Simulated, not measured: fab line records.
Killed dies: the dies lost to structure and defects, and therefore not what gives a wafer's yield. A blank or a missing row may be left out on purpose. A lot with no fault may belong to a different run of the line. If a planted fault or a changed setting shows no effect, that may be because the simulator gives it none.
Which tool was responsible? ; flow n5_finfet ; 8 lots with 24 wafers sampled at 6 steps, on a route of 1938 steps

== WHAT THE GAUGES READ, wafer by wafer ==
N5_BEOL_M2_OCD_MEAS_38.
lot;measured;on;trench_depth_nm (nm)
L693;day 8 18:47;ocd-02;55.9 56.4 55.7
L692;day 8 18:55;ocd-01;55.4 53.7 54.0
L695;day 9 04:26;ocd-01;52.1 49.4 52.0
L698;day 10 00:40;ocd-02;51.4 52.1 52.7
L707;day 12 04:56;ocd-02;54.3 55.0 54.2
L706;day 12 05:02;ocd-02;56.5 57.5 54.2
L705;day 12 13:45;ocd-01;55.9 56.1 54.8
L708;day 12 23:03;ocd-02;55.5 55.8 55.4

N5_BEOL_M4_RC_MEAS_101.
lot;measured;on;DIBL_N (mV/V);DIBL_P (mV/V);IOFF_N (nA/um);IOFF_P (nA/um);ION_N (uA/um);ION_P (uA/um);SS_N (mV/dec);SS_P (mV/dec);VT_N (mV);VT_P (mV)
L693;day 9 21:27;prober-02;34.3 33.2 35.8;33.8 33.0 37.2;0.13 0.12 0.16;0.17 0.15 0.22;659 648 670;452 440 458;71.4 70.8 71.2;72.2 72.7 73.9;255 257 249;-256 -258 -252
L692;day 10 01:50;prober-02;36.2 35.3 37.4;36.8 34.3 39.0;0.15 0.12 0.18;0.20 0.17 0.23;654 665 671;455 461 458;72.1 71.8 71.7;73.0 72.3 74.2;252 255 248;-251 -253 -250
L695;day 10 08:41;prober-02;37.7 37.3 37.0;37.1 38.2 38.0;0.17 0.16 0.16;0.24 0.26 0.24;675 678 682;471 471 466;71.8 71.5 71.5;73.0 74.0 72.8;247 248 249;-246 -245 -246
L698;day 11 06:59;prober-02;33.7 35.4 36.2;33.0 35.0 35.8;0.12 0.15 0.18;0.19 0.23 0.23;657 681 686;461 468 474;70.5 71.2 71.4;72.0 72.8 73.0;252 250 247;-246 -245 -244
L707;day 13 06:59;prober-02;33.0 38.4 35.4;30.8 38.8 34.2;0.11 0.20 0.13;0.15 0.27 0.19;649 676 670;449 463 463;71.1 71.9 71.2;72.6 74.0 72.6;257 248 251;-254 -244 -249
L706;day 13 17:14;prober-02;40.5 37.6 38.3;38.1 34.2 34.9;0.21 0.15 0.16;0.27 0.20 0.20;666 660 653;462 462 457;71.8 71.4 71.7;73.7 72.6 72.8;246 250 251;-247 -250 -250
L705;day 14 05:20;prober-02;35.7 35.1 36.1;34.4 34.1 35.5;0.15 0.15 0.16;0.18 0.17 0.19;675 665 679;458 449 455;71.3 71.9 71.9;73.4 73.3 73.0;250 252 249;-255 -251 -251
L708;day 14 11:01;prober-02;33.9 35.4 34.7;34.4 37.0 36.1;0.12 0.14 0.13;0.17 0.20 0.19;661 679 669;464 466 466;70.6 70.3 70.5;71.7 72.9 72.2;254 253 254;-253 -249 -252

== WHICH TOOL RAN EACH LOT (tool, then ch and the chambers of the sampled wafers, then the start) ==
lot;N5_BEOL_M2_DESCUM_33;N5_BEOL_M2_ETCH_69;N5_BEOL_M2_ETCH_70;N5_BEOL_M2_TRENCH_ETCH_37
L693;rie_diel-01 ch 1,2, day 8 13:59;rie_diel-01 ch 1,2, day 8 14:02;rie_diel-01 ch 2,3, day 8 18:25;rie_diel-01 ch 2,3, day 8 18:38
L692;rie_diel-01 ch 0,1, day 8 14:14;rie_diel-01 ch 0,1, day 8 14:17;rie_diel-02 ch 1,3, day 8 18:33;rie_diel-02 ch 1,3, day 8 18:46
L695;rie_diel-02 ch 1,2,3, day 9 01:21;rie_diel-02 ch 1,2,3, day 9 01:24;rie_diel-01 ch 0,1, day 9 04:04;rie_diel-01 ch 0,1, day 9 04:16
L698;rie_diel-01 ch 1,2, day 9 23:22;rie_diel-01 ch 1,2, day 9 23:25;rie_diel-01 ch 1,2,3, day 10 00:18;rie_diel-01 ch 1,2,3, day 10 00:31
L707;rie_diel-02 ch 0,1,3, day 11 18:42;rie_diel-02 ch 0,1,3, day 11 18:45;rie_diel-02 ch 0,1,3, day 12 04:35;rie_diel-02 ch 0,1,3, day 12 04:47
L706;rie_diel-06 ch 0,2,3, day 11 22:52;rie_diel-06 ch 0,2,3, day 11 22:55;rie_diel-01 ch 0,1,2, day 12 04:40;rie_diel-01 ch 0,1,2, day 12 04:52
L705;rie_diel-01 ch 0,1,2, day 12 06:22;rie_diel-01 ch 0,1,2, day 12 06:25;rie_diel-06 ch 0,2, day 12 13:23;rie_diel-06 ch 0,2, day 12 13:35
L708;rie_diel-06 ch 0,3, day 12 11:01;rie_diel-06 ch 0,3, day 12 11:04;rie_diel-01 ch 1,2, day 12 22:41;rie_diel-01 ch 1,2, day 12 22:54
- N5_BEOL_M2_DESCUM_33: chemistry O2, time 7 s.
- N5_BEOL_M2_ETCH_69: etches SiARC in CF4, target depth 15.6 nm, time 26 s.
- N5_BEOL_M2_ETCH_70: etches SOC in N2/H2, target depth 80 nm, overetch 24 nm, time 130 s.
- N5_BEOL_M2_TRENCH_ETCH_37: etches SiOC in C4F6/O2, target depth 55.555 nm, time 29.2 s.

== WHAT THE TOOLS THEMSELVES READ (means of the sampled wafers that have a number; where no wafer has one, the mark that the record gives instead) ==
N5_BEOL_M2_DESCUM_33.
lot;tool;drypump_motor_current_A (A);oes_product_au (a.u.);rf_vpp_V (V);showerhead_plenum_p_Torr (Torr);throttle_valve_pct (%)
L693;rie_diel-01;5.6;0.99;242.9;2.06;20.09
L692;rie_diel-01;6.5;0.89;242.4;2.06;20.38
L695;rie_diel-02;5.8;0.76;242.7;2.06;20.28
L698;rie_diel-01;5.6;0.96;242.1;2.06;20.10
L707;rie_diel-02;5.8;0.78;243.1;2.06;20.26
L706;rie_diel-06;5.5;0.87;244.1;2.13;20.39
L705;rie_diel-01;5.9;0.85;243.4;2.05;20.25
L708;rie_diel-06;5.4;0.88;243.2;2.11;20.19

N5_BEOL_M2_ETCH_69.
lot;tool;drypump_motor_current_A (A);etch_rf_on_time_s (s);oes_product_au (a.u.);rf_fwd_power_W (W);rf_vpp_V (V);showerhead_plenum_p_Torr (Torr);throttle_valve_pct (%)
L693;rie_diel-01;5.6;25.8;0.84;534.6;184.5;2.11;15.25
L692;rie_diel-01;6.5;25.9;0.77;531.9;184.2;2.12;15.57
L695;rie_diel-02;5.7;26.5;0.65;534.4;183.5;2.12;15.57
L698;rie_diel-01;5.7;25.5;0.81;532.6;184.5;2.10;15.27
L707;rie_diel-02;5.8;26.5;0.66;533.9;182.9;2.12;15.53
L706;rie_diel-06;5.5;25.4;0.74;531.6;184.5;2.17;15.48
L705;rie_diel-01;5.9;26.0;0.72;532.6;183.8;2.11;15.47
L708;rie_diel-06;5.3;25.3;0.76;531.8;183.6;2.15;15.29

N5_BEOL_M2_ETCH_70.
lot;tool;drypump_motor_current_A (A);oes_product_au (a.u.);rf_fwd_power_W (W);rf_vpp_V (V);showerhead_plenum_p_Torr (Torr);throttle_valve_pct (%)
L693;rie_diel-01;5.4;0.71;839;522.5;2.50;17.45
L692;rie_diel-02;5.7;0.50;838;520.4;2.41;17.82
L695;rie_diel-01;6.5;0.65;831;522.1;2.51;17.78
L698;rie_diel-01;6.0;0.67;835;522.5;2.49;17.63
L707;rie_diel-02;5.9;0.57;838;522.6;2.51;17.77
L706;rie_diel-01;5.9;0.63;835;523.5;2.50;17.67
L705;rie_diel-06;5.5;0.62;834;525.0;2.62;17.96
L708;rie_diel-01;6.2;0.64;837;522.6;2.48;17.71

N5_BEOL_M2_TRENCH_ETCH_37.
lot;tool;drypump_motor_current_A (A);oes_f_703_au (a.u.);oes_product_au (a.u.);rf_fwd_power_W (W);rf_vpp_V (V);showerhead_plenum_p_Torr (Torr);throttle_valve_pct (%)
L693;rie_diel-01;5.4;0.98;0.97;350.7;668;2.80;20.52
L692;rie_diel-02;5.8;0.67;0.68;351.4;659;2.71;20.85
L695;rie_diel-01;6.5;0.69;0.84;283.9;724;2.82;20.89
L698;rie_diel-01;6.0;0.74;0.88;285.5;733;2.80;20.72
L707;rie_diel-02;5.9;0.77;0.77;351.2;656;2.80;20.73
L706;rie_diel-01;6.0;0.84;0.85;350.3;659;2.81;20.75
L705;rie_diel-06;5.5;0.85;0.84;351.2;655;2.90;20.94
L708;rie_diel-01;6.2;0.88;0.87;349.6;662;2.77;20.74

== THE ANSWER, worked out from the rows above alone ==
Rule: what is usual is taken from the lots themselves. The widest of any qualifying gaps counts: lots, ordered by their means at a reading, are off when they make up no more than a third of the lots, leave a main group of 4 or more, and stand apart from it by 3 or more times the standard deviation of that group's means. The tables above print the reading to a certain number of digits; a main group whose means all agree to those digits is not used. A lot without any number at a reading at which 4 lots or more have one is off too. Any other lot the step has rows for is counted as sound. After the gauges, taken in route order, come the tools' own readings; for these a lot's mean is taken, as printed above. At the first step where some lot is off, the reading lying furthest off is the one used; lots without a number count as furthest.
Off: L695, L698 (N5_BEOL_M2_OCD_MEAS_38, trench_depth_nm). The main group has a mean of 55.4 nm with a standard deviation of 0.68.
A tool fits if, at a process step before that reading, it ran every lot that is off, and no sound lot after the first of them. Not tried: the gauges at N5_BEOL_M2_OCD_MEAS_38; whatever is off there is also off at N5_BEOL_M2_TRENCH_ETCH_37, on other tools, and gauge error can't account for it. Of those tried, none fits.

== WHAT HAD BEEN PUT IN BY THE SIMULATOR ==
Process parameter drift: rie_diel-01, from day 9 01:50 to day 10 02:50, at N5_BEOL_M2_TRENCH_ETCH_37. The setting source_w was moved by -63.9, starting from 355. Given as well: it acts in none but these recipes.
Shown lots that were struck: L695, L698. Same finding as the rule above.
